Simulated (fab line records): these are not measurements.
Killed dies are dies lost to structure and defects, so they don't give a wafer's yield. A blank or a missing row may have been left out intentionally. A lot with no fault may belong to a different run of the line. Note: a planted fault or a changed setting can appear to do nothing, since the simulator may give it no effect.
fab line records | flow n5-finfet
record: lots: 24 wafers: 72 last-day: 18
route steps=1938 shown BEOL_M6@1198
lots that met no fault: taken from a fault-free run of the same line
start-h: start of the lot's first displayed wafer, in hours after the record's first day | wait-h: how many hours have passed since the lot's step before this one | " same as the row above | L1.1+2: several wafers, shown together as one row | - no value, or no start given | * or withheld: withheld | < > ~ a bound
route shown NAME@n: names a module that has steps shown in the file, with the first one's number in the route | usual: mean and standard deviation over wafers with no fault | same: alike in all rows | chamber/n: place in a boat | sites: per-site readings | _std_site: the standard deviation of these | _edge_site: the outer-site mean with the inner-site mean subtracted | radius-mm: how far each site lies from the wafer's centre | mask NAME#n: copy n | behind: the tool/chamber that last shaped the wafer | hold: what put the lot on hold/how long, in hours/how the hold closed | device: the transistor (n, p or np) that didn't switch | end of line: the route-end tests of the same wafers | step lacking rows: just its recipe | killed: at the first sort, the dies lost to defects and structure; wafer yield is something else | map: a wafer's dies, x killed, . not, _ none there
set.NAME: setting as actually run; set.NAME@STEP: the setting as run at that earlier step | model.NAME: the simulator's own value behind a step, which no gauge read
the route's steps for a sample of lots (tables are steps, rows are wafers)
services: a tool's chamber out of use, with start hour (start-h, from the record's first day; less than 0 if before it), hours out, and reason
== steps ==
step: N5_BEOL_M6_HM_DEP_02
recipe: material: TiN target-thk-a: 200 temp-c: 25 chamber-pressure-pa: 0.49996
usual: susceptor-temp-C: 24.99/0.1 throttle-valve-pct: 29.9/0.94
columns lot.wafer tool chamber start-h wait-h susceptor-temp-C throttle-valve-pct
L075.1 pvd-sputter-02 - 204.43 2.5 25.27 29.8
L075.2 " - " " 24.82 29.8
L075.6 " - " " 24.79 29.7
L074.3 pvd-sputter-01 - 207.73 1.2 25.08 29.2
L074.5 " - " " 24.97 30.6
L074.6 " - " " 25.00 29.1
L076.4 pvd-sputter-03 - 221.27 0.3 25.22 31.4
L076.5 " - " " 24.97 28.1
L076.6 " - " " 24.98 29.0
L077.2 pvd-sputter-03 - 228.56 1.9 25.02 29.7
L077.5 " - " " 25.08 29.8
L077.6 " - " " 25.07 28.2
L078.3 pvd-sputter-03 - 230.64 0.6 24.87 27.9
L078.4 " - " " 25.07 29.8
L078.6 " - " " 24.96 31.3
L079.2 pvd-sputter-03 - 234.25 1.5 24.96 29.0
L079.3 " - " " 25.10 29.8
L079.4 " - " " 25.00 27.9
L080.2 pvd-sputter-01 - 236.23 0.6 25.07 31.1
L080.5 " - " " 24.92 30.2
L080.6 " - " " 25.07 29.1
L083.3 pvd-sputter-01 - 239.13 0.6 24.89 28.9
L083.5 " - " " 24.78 29.0
L083.6 " - " " 25.00 30.1
L081.1 pvd-sputter-01 - 259.35 1.5 24.90 30.8
L081.4 " - " " 24.92 30.2
L081.5 " - " " 24.86 30.3
L084.2 pvd-sputter-01 - 268.18 3.2 24.76 30.9
L084.3 " - " " 24.89 28.7
L084.5 " - " " 24.79 29.2
L082.1 pvd-sputter-02 - 269.48 0.0 24.96 30.0
L082.3 " - " " 25.00 29.8
L082.4 " - " " 24.90 30.6
L088.1 pvd-sputter-03 - 273.38 0.6 25.01 31.3
L088.5 " - " " 24.95 31.4
L088.6 " - " " 24.93 29.8
L085.2 pvd-sputter-03 - 276.14 0.5 25.04 29.8
L085.3 " - " " 25.11 29.0
L085.4 " - " " 24.93 31.4
L086.1 pvd-sputter-03 - 287.97 1.3 24.86 31.6
L086.5 " - " " 25.00 29.4
L086.6 " - " " 25.23 28.1
L087.1 pvd-sputter-01 - 292.86 1.5 25.04 30.7
L087.3 " - " " 24.94 31.1
L087.6 " - " " 25.05 29.2
L089.2 pvd-sputter-02 - 299.15 0.3 25.12 30.1
L089.5 " - " " 25.00 30.2
L089.6 " - " " 24.98 30.2
L090.1 pvd-sputter-02 - 303.25 2.3 25.07 30.5
L090.3 " - " " 25.01 30.1
L090.4 " - " " 24.93 29.8
L092.1 pvd-sputter-03 - 304.15 0.9 25.09 28.2
L092.4 " - " " 25.09 29.2
L092.6 " - " " 25.10 28.0
L091.1 pvd-sputter-01 - 306.74 0.8 24.86 30.9
L091.2 " - " " 24.93 30.0
L091.3 " - " " 25.08 30.7
L093.1 pvd-sputter-02 - 310.02 2.1 25.25 29.8
L093.2 " - " " 25.04 30.0
L093.4 " - " " 25.11 29.6
L094.1 pvd-sputter-03 - 319.11 0.0 25.08 28.9
L094.5 " - " " 24.97 31.6
L094.6 " - " " 25.01 29.1
L095.3 pvd-sputter-01 - 327.73 1.0 24.99 30.2
L095.5 " - " " 24.97 29.0
L095.6 " - " " 24.87 30.8
L096.1 pvd-sputter-01 - 346.72 0.5 25.17 28.8
L096.2 " - " " 24.93 30.5
L096.4 " - " " 25.01 30.3
L097.2 pvd-sputter-01 - 349.74 1.3 25.11 30.8
L097.3 " - " " 24.93 30.2
L097.5 " - " " 24.86 30.2
step: N5_BEOL_M6_STRIP_19
recipe: chemistry: O2 power-w: 400 temp-c: 40 pressure-mtorr: 30 rf-frequency-hz: 6e+07 bias-power-w: 0 overash-fraction: 0.2 o2-flow-sccm: 225
usual: drypump-motor-current-A: 5.7/0.41 oes-product-au: 0.82/0.092 rf-vpp-V: 3.6/0.65 showerhead-plenum-p-Torr: 2.11/0.082 throttle-valve-pct: 16.67/0.23
same: overash-fraction: 0.2
columns lot.wafer tool chamber start-h wait-h drypump-motor-current-A oes-product-au rf-hours-counter-h rf-vpp-V showerhead-plenum-p-Torr throttle-valve-pct
L075.1 rie-diel-03 2 205.40 0.1 5.8 0.91 22 5.0 2.22 16.59
L075.2 " 0 " " 5.3 0.73 191 3.6 2.02 16.85
L075.6 " 3 " " 6.6 0.79 - 2.5 2.20 16.49
L074.3 rie-diel-06 2 209.00 0.1 5.4 0.98 7 4.1 2.15 16.46
L074.5 " 3 " " 5.5 0.89 - 5.1 2.03 16.72
L074.6 " 1 " " 5.4 0.92 - 3.5 2.03 16.16
L076.4 rie-diel-01 0 222.12 0.1 5.5 0.73 190 3.3 2.16 16.67
L076.5 " 1 " " 5.4 0.70 - 4.2 2.00 17.30
L076.6 " 0 " " 5.5 0.73 - 5.3 2.16 16.65
L077.2 rie-diel-01 1 229.91 0.1 5.3 0.70 233 4.3 2.00 17.31
L077.5 " 3 " " 5.5 0.73 - 4.6 2.08 16.80
L077.6 " 0 " " 5.5 0.73 - 4.2 2.15 16.63
L078.3 rie-diel-06 2 231.54 0.1 5.3 0.94 14 4.1 2.15 16.48
L078.4 " 1 " " 5.4 0.90 29 4.5 2.03 16.15
L078.6 " 0 " " 6.5 0.75 - 3.6 2.02 16.75
L079.2 rie-diel-01 0 235.22 0.1 5.5 0.74 195 3.5 2.15 16.67
L079.3 " 2 " " 5.8 0.68 222 3.3 2.07 16.88
L079.4 " 1 " " 5.3 0.70 234 3.6 2.00 17.31
L080.2 rie-diel-06 0 237.18 0.1 6.5 0.76 146 3.3 2.02 16.75
L080.5 " 1 " " 5.5 0.89 - 3.7 2.03 16.14
L080.6 " 2 " " 5.4 0.93 - 4.1 2.15 16.49
L083.3 rie-diel-06 2 240.10 0.2 5.3 0.92 18 2.2 2.15 16.50
L083.5 " 3 " " 5.5 0.87 - 3.3 2.03 16.72
L083.6 " 2 " " 5.3 0.93 - 2.7 2.15 16.49
L081.1 rie-diel-03 1 260.74 0.1 5.7 0.96 14 5.0 2.14 16.61
L081.4 " 2 " " 5.7 0.88 40 3.6 2.22 16.63
L081.5 " 2 " " 5.8 0.88 - 2.9 2.22 16.65
L084.2 rie-diel-03 3 269.03 0.1 6.6 0.79 106 3.5 2.19 16.52
L084.3 " 1 " " 5.7 0.95 16 4.1 2.14 16.60
L084.5 " 0 " " 5.3 0.71 - 3.0 2.01 16.87
L082.1 rie-diel-03 2 270.33 0.1 5.7 0.88 43 3.8 2.22 16.63
L082.3 " 3 " " 6.6 0.78 107 3.9 2.19 16.53
L082.4 " 0 " " 5.3 0.72 212 3.2 2.01 16.88
L088.1 rie-diel-06 3 274.85 0.2 5.5 0.85 57 2.5 2.02 16.78
L088.5 " 2 " " 5.3 0.91 - 4.0 2.15 16.49
L088.6 " 1 " " 5.5 0.87 - 3.0 2.02 16.19
L085.2 rie-diel-03 0 277.15 0.1 5.4 0.70 215 3.4 2.01 16.88
L085.3 " 1 " " 5.7 0.95 19 4.3 2.14 16.59
L085.4 " 2 " " 5.7 0.87 46 2.9 2.21 16.61
L086.1 rie-diel-03 3 289.21 0.4 6.6 0.78 114 2.2 2.19 16.55
L086.5 " 2 " " 5.8 0.86 - 3.2 2.21 16.65
L086.6 " 1 " " 5.7 0.93 - 3.7 2.14 16.61
L087.1 rie-diel-06 2 294.16 0.1 5.3 0.90 34 4.3 2.15 16.52
L087.3 " 1 " " 5.5 0.84 52 3.6 2.02 16.18
L087.6 " 0 " " 6.5 0.74 - 4.4 2.01 16.81
L089.2 rie-diel-03 1 300.13 0.1 5.7 0.93 28 3.3 2.13 16.60
L089.5 " 2 " " 5.7 0.87 - 3.1 2.21 16.67
L089.6 " 1 " " 5.7 0.93 - 4.0 2.13 16.62
L090.1 rie-diel-03 0 304.36 0.1 5.3 0.71 226 4.4 2.01 16.91
L090.3 " 1 " " 5.7 0.92 30 2.7 2.13 16.61
L090.4 " 2 " " 5.7 0.86 56 3.4 2.21 16.66
L092.1 rie-diel-03 0 305.00 0.1 5.4 0.72 226 4.7 2.01 16.90
L092.4 " 2 " " 5.7 0.86 56 2.3 2.21 16.65
L092.6 " 2 " " 5.7 0.86 - 3.7 2.21 16.67
L091.1 rie-diel-01 0 307.71 0.1 5.5 0.70 226 3.7 2.14 16.73
L091.2 " 3 " " 5.5 0.70 244 3.5 2.07 16.85
L091.3 " 1 " " 5.4 0.98 6 3.1 2.26 16.90
L093.1 rie-diel-01 3 311.12 0.2 5.5 0.69 246 3.4 2.07 16.86
L093.2 " 0 " " 5.5 0.69 228 2.9 2.14 16.72
L093.4 " 1 " " 5.4 0.97 - 4.5 2.26 16.90
L094.1 rie-diel-06 1 319.96 0.1 5.5 0.85 61 3.6 2.02 16.21
L094.5 " 3 " " 5.6 0.82 - 3.3 2.02 16.80
L094.6 " 0 " " 6.5 0.72 - 3.9 2.01 16.84
L095.3 rie-diel-01 0 328.70 0.1 5.5 0.68 236 3.2 2.14 16.73
L095.5 " 1 " " 5.3 0.94 - 4.8 2.25 16.90
L095.6 " 3 " " 5.5 0.68 - 3.0 2.07 16.84
L096.1 rie-diel-01 1 347.87 0.2 5.3 0.91 25 3.8 2.25 16.92
L096.2 " 2 " " 5.8 0.91 9 3.3 2.06 16.44
L096.4 " 2 " " 5.8 0.91 - 3.4 2.06 16.44
L097.2 rie-diel-06 2 351.15 0.1 5.3 0.85 53 3.6 2.14 16.54
L097.3 " 1 " " 5.4 0.82 73 4.1 2.02 16.24
L097.5 " 2 " " 5.3 0.87 - 3.8 2.14 16.56
step: N5_BEOL_M6_CD_MEAS_28
recipe: target-cd-nm: 40 landing-energy-ev: 500 detector: se-inlens
usual: cd-nm: 39.98/0.21
columns lot.wafer tool chamber start-h wait-h cd-nm
L075.1 cd-sem-01 0 206.83 - 39.64
L075.2 " 0 " " 39.91
L075.6 " 0 " " 39.70
L074.3 cd-sem-02 0 210.04 - 40.24
L074.5 " 0 " " 39.79
L074.6 " 0 " " 40.41
L076.4 cd-sem-01 0 223.45 - 40.14
L076.5 " 0 " " 40.26
L076.6 " 0 " " 39.79
L077.2 cd-sem-02 0 230.42 - 40.36
L077.5 " 0 " " 39.92
L077.6 " 0 " " 39.69
L078.3 cd-sem-02 0 233.41 - 39.77
L078.4 " 0 " " 40.08
L078.6 " 0 " " 39.91
L079.2 cd-sem-03 0 235.60 - 40.05
L079.3 " 0 " " 39.91
L079.4 " 0 " " 39.87
L080.2 cd-sem-02 0 237.96 - 39.87
L080.5 " 0 " " 39.83
L080.6 " 0 " " 40.21
L083.3 cd-sem-03 0 241.89 - 39.89
L083.5 " 0 " " 40.00
L083.6 " 0 " " 40.28
L081.1 cd-sem-02 0 261.27 - 40.27
L081.4 " 0 " " 40.06
L081.5 " 0 " " 39.94
L082.1 cd-sem-03 0 270.92 - 39.69
L082.3 " 0 " " 40.17
L082.4 " 0 " " 39.88
L084.2 cd-sem-01 0 270.96 - 39.88
L084.3 " 0 " " 40.12
L084.5 " 0 " " 39.91
L088.1 cd-sem-03 0 275.35 - 40.01
L088.5 " 0 " " 40.01
L088.6 " 0 " " 39.55
L085.2 cd-sem-02 0 277.57 - 39.62
L085.3 " 0 " " 39.96
L085.4 " 0 " " 39.80
L086.1 cd-sem-01 0 289.73 - 40.33
L086.5 " 0 " " 40.08
L086.6 " 0 " " 40.08
L087.1 cd-sem-03 0 294.67 - 39.91
L087.3 " 0 " " 40.19
L087.6 " 0 " " 40.02
L089.2 cd-sem-02 0 302.91 - 39.47
L089.5 " 0 " " 39.81
L089.6 " 0 " " 39.98
L092.1 cd-sem-03 0 305.46 - 39.86
L092.4 " 0 " " 39.97
L092.6 " 0 " " 40.02
L090.1 cd-sem-03 0 305.66 - 40.05
L090.3 " 0 " " 40.25
L090.4 " 0 " " 39.66
L091.1 cd-sem-03 0 309.63 - 39.95
L091.2 " 0 " " 39.60
L091.3 " 0 " " 39.60
L093.1 cd-sem-02 0 316.74 - 39.89
L093.2 " 0 " " 39.97
L093.4 " 0 " " 40.46
L094.1 cd-sem-02 0 320.73 - 39.96
L094.5 " 0 " " 40.06
L094.6 " 0 " " 39.96
L095.3 cd-sem-03 0 330.51 - 40.37
L095.5 " 0 " " 40.17
L095.6 " 0 " " 40.11
L096.1 cd-sem-03 0 348.41 - 40.02
L096.2 " 0 " " 40.38
L096.4 " 0 " " 40.15
L097.2 cd-sem-02 0 353.24 - 40.26
L097.3 " 0 " " 39.75
L097.5 " 0 " " 39.88
step: N5_BEOL_M6_ETCH_66
recipe: chemistry: N2/H2 target: SOC target-depth-a: 800 overetch-a: 160 mask-material: SiARC temp-c: 40 time-s: 120 ion-energy-ev: 200 pressure-mtorr: 30 source-w: 840 bias-w: 150 n2-flow-sccm: 200 h2-flow-sccm: 200
usual: drypump-motor-current-A: 5.7/0.39 oes-product-au: 0.62/0.074 rf-vpp-V: 524.0/2.7 showerhead-plenum-p-Torr: 2.55/0.097 throttle-valve-pct: 17.86/0.22
columns lot.wafer tool chamber start-h wait-h drypump-motor-current-A oes-product-au rf-hours-counter-h rf-vpp-V showerhead-plenum-p-Torr throttle-valve-pct
L075.1 rie-diel-06 3 207.03 0.0 5.6 0.68 31 522.7 2.49 18.03
L075.2 " 2 " " 5.3 0.73 6 526.8 2.60 17.60
L075.6 " 3 " " 5.5 0.67 - 523.3 2.49 18.01
L074.3 rie-diel-03 3 210.41 0.0 6.6 0.63 86 527.1 2.66 17.48
L074.5 " 2 " " 5.8 0.68 - 528.6 2.70 17.81
L074.6 " 0 " " 5.3 0.54 - 520.6 2.42 17.85
L076.4 rie-diel-03 3 223.69 0.0 6.6 0.63 - 527.4 2.66 17.50
L076.5 " 1 " " 5.7 0.76 - 525.8 2.63 17.96
L076.6 " 0 " " 5.4 0.55 - 520.6 2.41 17.86
L077.2 rie-diel-06 2 230.66 0.0 5.3 0.71 14 525.8 2.59 17.62
L077.5 " 2 " " 5.3 0.70 - 525.9 2.59 17.62
L077.6 " 3 " " 5.5 0.67 - 522.2 2.48 18.03
L078.3 rie-diel-01 1 233.61 0.0 5.4 0.53 234 519.2 2.40 18.39
L078.4 " 0 " " 5.5 0.56 194 526.9 2.63 17.98
L078.6 " 1 " " 5.3 0.53 - 520.0 2.40 18.39
L079.2 rie-diel-06 2 235.80 0.0 5.4 0.70 16 525.0 2.59 17.62
L079.3 " 3 " " 5.5 0.66 40 522.6 2.48 18.03
L079.4 " 0 " " 6.5 0.58 145 520.5 2.44 17.79
L080.2 rie-diel-01 0 238.18 0.0 5.5 0.55 196 525.8 2.63 17.99
L080.5 " 2 " " 5.8 0.53 - 523.2 2.52 17.99
L080.6 " 1 " " 5.3 0.54 - 520.8 2.40 18.40
L083.3 rie-diel-01 1 242.09 0.0 5.3 0.53 237 519.1 2.40 18.40
L083.5 " 2 " " 5.8 0.53 - 523.1 2.52 17.99
L083.6 " 3 " " 5.4 0.54 - 522.5 2.50 17.80
L081.1 rie-diel-03 1 261.48 0.0 5.6 0.72 14 525.4 2.62 17.97
L081.4 " 3 " " 6.6 0.61 104 527.3 2.65 17.51
L081.5 " 3 " " 6.6 0.61 - 527.4 2.65 17.51
L082.1 rie-diel-01 3 271.12 0.0 5.5 0.54 226 522.4 2.50 17.82
L082.3 " 1 " " 5.3 0.53 248 520.3 2.40 18.41
L082.4 " 0 " " 5.5 0.55 208 525.6 2.63 18.00
L084.2 rie-diel-06 0 271.24 0.0 6.5 0.57 160 521.6 2.44 17.83
L084.3 " 2 " " 5.3 0.69 26 524.6 2.59 17.63
L084.5 " 1 " " 5.5 0.66 - 521.9 2.49 17.50
L088.1 rie-diel-03 2 275.73 0.0 5.7 0.66 45 529.7 2.69 17.84
L088.5 " 0 " " 5.3 0.54 - 520.7 2.41 17.90
L088.6 " 1 " " 5.7 0.71 - 525.7 2.62 17.97
L085.2 rie-diel-01 0 277.85 0.0 5.5 0.55 211 526.4 2.63 18.01
L085.3 " 3 " " 5.5 0.53 229 523.4 2.50 17.84
L085.4 " 0 " " 5.5 0.55 - 527.1 2.63 18.01
L086.1 rie-diel-03 3 290.02 0.0 6.6 0.61 114 526.5 2.65 17.52
L086.5 " 0 " " 5.3 0.54 - 519.8 2.40 17.90
L086.6 " 1 " " 5.7 0.70 - 525.5 2.62 18.00
L087.1 rie-diel-01 2 294.88 0.0 5.8 0.52 249 524.4 2.51 18.02
L087.3 " 3 " " 5.5 0.54 238 523.7 2.49 17.84
L087.6 " 0 " " 5.5 0.53 - 525.7 2.62 18.02
L089.2 rie-diel-06 0 303.11 0.0 6.5 0.56 172 520.0 2.43 17.85
L089.5 " 1 " " 5.5 0.65 - 521.4 2.48 17.53
L089.6 " 0 " " 6.5 0.57 - 521.3 2.43 17.86
L092.1 rie-diel-06 2 305.66 0.0 5.3 0.68 37 524.4 2.58 17.65
L092.4 " 1 " " 5.5 0.65 56 519.9 2.48 17.52
L092.6 " 2 " " 5.3 0.67 - 526.0 2.58 17.66
L090.1 rie-diel-06 0 306.06 0.0 6.5 0.56 172 521.6 2.43 17.85
L090.3 " 3 " " 5.5 0.64 67 521.9 2.47 18.07
L090.4 " 1 " " 5.5 0.65 56 523.5 2.48 17.53
L091.1 rie-diel-01 3 310.10 0.0 5.5 0.53 245 522.5 2.49 17.86
L091.2 " 0 " " 5.5 0.54 227 526.0 2.62 18.05
L091.3 " 1 " " 5.3 0.73 7 528.7 2.71 18.00
L093.1 rie-diel-01 0 316.95 0.0 5.5 0.53 230 525.7 2.62 18.06
L093.2 " 3 " " 5.5 0.53 248 523.8 2.49 17.86
L093.4 " 1 " " 5.3 0.73 - 527.9 2.71 17.99
L094.1 rie-diel-03 0 320.93 0.0 5.4 0.53 231 519.4 2.40 17.93
L094.5 " 3 " " 6.6 0.60 - 527.6 2.64 17.54
L094.6 " 2 " " 5.7 0.64 - 526.8 2.69 17.87
L095.3 rie-diel-06 1 331.25 0.0 5.5 0.64 65 520.9 2.48 17.52
L095.5 " 0 " " 6.5 0.56 - 519.8 2.43 17.86
L095.6 " 3 " " 5.5 0.63 - 522.8 2.47 18.08
L096.1 rie-diel-01 2 348.66 0.0 5.8 0.71 10 521.3 2.50 17.57
L096.2 " 1 " " 5.3 0.70 25 527.1 2.71 18.03
L096.4 " 1 " " 5.3 0.70 - 527.0 2.71 18.03
L097.2 rie-diel-01 1 353.58 0.0 5.4 0.70 28 528.0 2.70 18.03
L097.3 " 2 " " 5.9 0.71 12 522.0 2.50 17.56
L097.5 " 0 " " 5.5 0.52 - 525.5 2.61 18.09
step: N5_BEOL_M6_DEGAS_44
recipe: ambient: vacuum temp-c: 250 time-s: 60
usual: heater-power-w: 324/25 susceptor-temp-C: 249.98/0.19
columns lot.wafer tool chamber start-h wait-h heater-power-w susceptor-temp-C
L075.1 pvd-sputter-01 - 207.93 0.3 334 249.68
L075.2 " - " " 302 249.88
L075.6 " - " " 345 250.28
L074.3 pvd-sputter-03 - 211.31 0.2 306 249.93
L074.5 " - " " 304 249.92
L074.6 " - " " 325 250.13
L076.4 pvd-sputter-02 - 224.94 0.5 378 249.87
L076.5 " - " " 309 250.13
L076.6 " - " " 361 250.03
L077.2 pvd-sputter-03 - 234.05 2.4 301 249.84
L077.5 " - " " 374 250.32
L077.6 " - " " 342 249.90
L078.3 pvd-sputter-01 - 235.95 0.3 345 249.77
L078.4 " - " " 322 249.70
L078.6 " - " " 305 249.99
L079.2 pvd-sputter-03 - 237.73 0.3 373 249.98
L079.3 " - " " 301 249.92
L079.4 " - " " 326 249.91
L080.2 pvd-sputter-02 - 239.19 0.4 308 250.24
L080.5 " - " " 356 249.77
L080.6 " - " " 310 249.99
L083.3 pvd-sputter-02 - 243.09 0.3 298 250.00
L083.5 " - " " 284 249.89
L083.6 " - " " 313 250.23
L081.1 pvd-sputter-01 - 262.89 0.6 344 249.88
L081.4 " - " " 315 249.96
L081.5 " - " " 300 250.00
L082.1 pvd-sputter-01 - 272.21 0.3 333 250.15
L082.3 " - " " 320 250.29
L082.4 " - " " 337 249.99
L084.2 pvd-sputter-01 - 272.51 0.3 326 249.95
L084.3 " - " " 331 249.64
L084.5 " - " " 302 249.60
L088.1 pvd-sputter-01 - 277.09 0.8 338 250.24
L088.5 " - " " 317 249.92
L088.6 " - " " 354 250.19
L085.2 pvd-sputter-02 - 278.72 0.2 314 250.07
L085.3 " - " " 367 249.82
L085.4 " - " " 291 249.86
L086.1 pvd-sputter-03 - 292.49 1.8 297 250.01
L086.5 " - " " 305 250.08
L086.6 " - " " 375 249.46
L087.1 pvd-sputter-01 - 296.66 1.0 344 249.83
L087.3 " - " " 328 250.24
L087.6 " - " " 345 249.95
L089.2 pvd-sputter-03 - 304.33 0.6 301 250.06
L089.5 " - " " 294 250.07
L089.6 " - " " 322 249.96
L092.1 pvd-sputter-03 - 306.81 0.6 376 250.01
L092.4 " - " " 323 249.92
L092.6 " - " " 303 250.07
L090.1 pvd-sputter-01 - 307.18 0.3 321 250.29
L090.3 " - " " 322 249.92
L090.4 " - " " 294 250.22
L091.1 pvd-sputter-01 - 311.22 0.5 342 249.90
L091.2 " - " " 302 249.89
L091.3 " - " " 320 249.93
L093.1 pvd-sputter-02 - 318.24 0.4 308 249.87
L093.2 " - " " 301 249.78
L093.4 " - " " 375 250.25
L094.1 pvd-sputter-01 - 322.12 0.5 315 250.08
L094.5 " - " " 323 250.17
L094.6 " - " " 295 249.80
L095.3 pvd-sputter-01 - 332.52 0.5 294 249.73
L095.5 " - " " 317 249.79
L095.6 " - " " 295 249.29
L096.1 pvd-sputter-02 - 350.24 0.8 375 250.43
L096.2 " - " " 279 249.87
L096.4 " - " " 319 249.80
L097.2 pvd-sputter-01 - 354.98 0.8 302 249.93
L097.3 " - " " 324 249.85
L097.5 " - " " 317 249.93
step: N5_BEOL_M6_PRE_CLEAN_45
recipe: gas: H2/He time-s: 30 temp-c: 250
usual: heater-power-w: 323/25 susceptor-temp-C: 249.99/0.17
columns lot.wafer tool chamber start-h wait-h heater-power-w susceptor-temp-C
L075.1 pvd-sputter-01 - 207.97 0.0 351 250.38
L075.2 " - " " 297 250.02
L075.6 " - " " 337 249.86
L074.3 pvd-sputter-03 - 211.35 0.0 296 249.75
L074.5 " - " " 302 249.99
L074.6 " - " " 321 249.98
L076.4 pvd-sputter-02 - 224.98 0.0 382 250.17
L076.5 " - " " 314 249.89
L076.6 " - " " 381 250.10
L077.2 pvd-sputter-03 - 234.09 0.0 293 249.80
L077.5 " - " " 373 249.92
L077.6 " - " " 346 249.98
L078.3 pvd-sputter-01 - 235.99 0.0 345 249.99
L078.4 " - " " 331 249.88
L078.6 " - " " 288 250.15
L079.2 pvd-sputter-03 - 237.77 0.0 365 249.97
L079.3 " - " " 295 249.90
L079.4 " - " " 323 249.93
L080.2 pvd-sputter-02 - 239.23 0.0 312 250.27
L080.5 " - " " 377 250.03
L080.6 " - " " 317 249.95
L083.3 pvd-sputter-02 - 243.13 0.0 307 250.01
L083.5 " - " " 280 250.27
L083.6 " - " " 318 250.07
L081.1 pvd-sputter-01 - 262.93 0.0 351 249.76
L081.4 " - " " 316 249.72
L081.5 " - " " 298 249.72
L082.1 pvd-sputter-01 - 272.25 0.0 321 249.70
L082.3 " - " " 311 249.96
L082.4 " - " " 336 249.93
L084.2 pvd-sputter-01 - 272.55 0.0 318 250.09
L084.3 " - " " 323 250.01
L084.5 " - " " 295 250.04
L088.1 pvd-sputter-01 - 277.13 0.0 350 250.01
L088.5 " - " " 332 249.81
L088.6 " - " " 333 250.05
L085.2 pvd-sputter-02 - 278.76 0.0 312 250.16
L085.3 " - " " 373 250.06
L085.4 " - " " 283 249.91
L086.1 pvd-sputter-03 - 292.53 0.0 294 250.16
L086.5 " - " " 298 249.75
L086.6 " - " " 365 250.27
L087.1 pvd-sputter-01 - 296.70 0.0 339 249.82
L087.3 " - " " 336 249.97
L087.6 " - " " 340 249.98
L089.2 pvd-sputter-03 - 304.37 0.0 291 249.65
L089.5 " - " " 298 249.84
L089.6 " - " " 313 249.94
L092.1 pvd-sputter-03 - 306.85 0.0 369 249.84
L092.4 " - " " 316 250.07
L092.6 " - " " 299 249.94
L090.1 pvd-sputter-01 - 307.22 0.0 328 250.20
L090.3 " - " " 308 249.97
L090.4 " - " " 299 249.98
L091.1 pvd-sputter-01 - 311.26 0.0 352 249.89
L091.2 " - " " 299 249.90
L091.3 " - " " 323 249.80
L093.1 pvd-sputter-02 - 318.28 0.0 315 250.03
L093.2 " - " " 313 250.08
L093.4 " - " " 373 250.01
L094.1 pvd-sputter-01 - 322.16 0.0 319 250.21
L094.5 " - " " 316 250.01
L094.6 " - " " 307 249.73
L095.3 pvd-sputter-01 - 332.56 0.0 303 249.55
L095.5 " - " " 319 250.08
L095.6 " - " " 305 250.14
L096.1 pvd-sputter-02 - 350.28 0.0 381 249.86
L096.2 " - " " 288 249.85
L096.4 " - " " 312 250.05
L097.2 pvd-sputter-01 - 355.02 0.0 298 249.90
L097.3 " - " " 333 249.82
L097.5 " - " " 308 250.08
== services ==
columns tool chamber start-h hours kind
rie-diel-03 1 183.66 - clean
rie-diel-03 1 183.66 - consumable-replace:focus-ring
rie-diel-03 1 183.66 31.7 scheduled-down
rie-diel-03 1 183.66 31.7 vent-cycle
rie-diel-06 0 200.50 16.6 repair
rie-diel-03 - 205.84 0.2 repair
rie-diel-03 2 220.89 7.3 repair
rie-diel-06 2 254.76 7.2 repair
rie-diel-01 1 275.60 - clean
rie-diel-01 1 275.60 - consumable-replace:focus-ring
rie-diel-01 1 275.60 - consumable-replace:showerhead
rie-diel-01 1 275.60 19.0 scheduled-down
rie-diel-01 1 275.60 19.0 vent-cycle
rie-diel-01 2 299.41 - clean
rie-diel-01 2 299.41 - consumable-replace:focus-ring
rie-diel-01 2 299.41 30.5 scheduled-down
rie-diel-01 2 299.41 30.5 vent-cycle
pvd-sputter-01 - 312.40 8.6 repair
rie-diel-01 3 329.94 - clean
rie-diel-01 3 329.94 - consumable-replace:focus-ring
rie-diel-01 3 329.94 26.7 scheduled-down
rie-diel-01 3 329.94 26.7 vent-cycle
rie-diel-03 1 331.23 10.9 repair
rie-diel-01 0 343.61 9.4 repair
== key ==
fault none
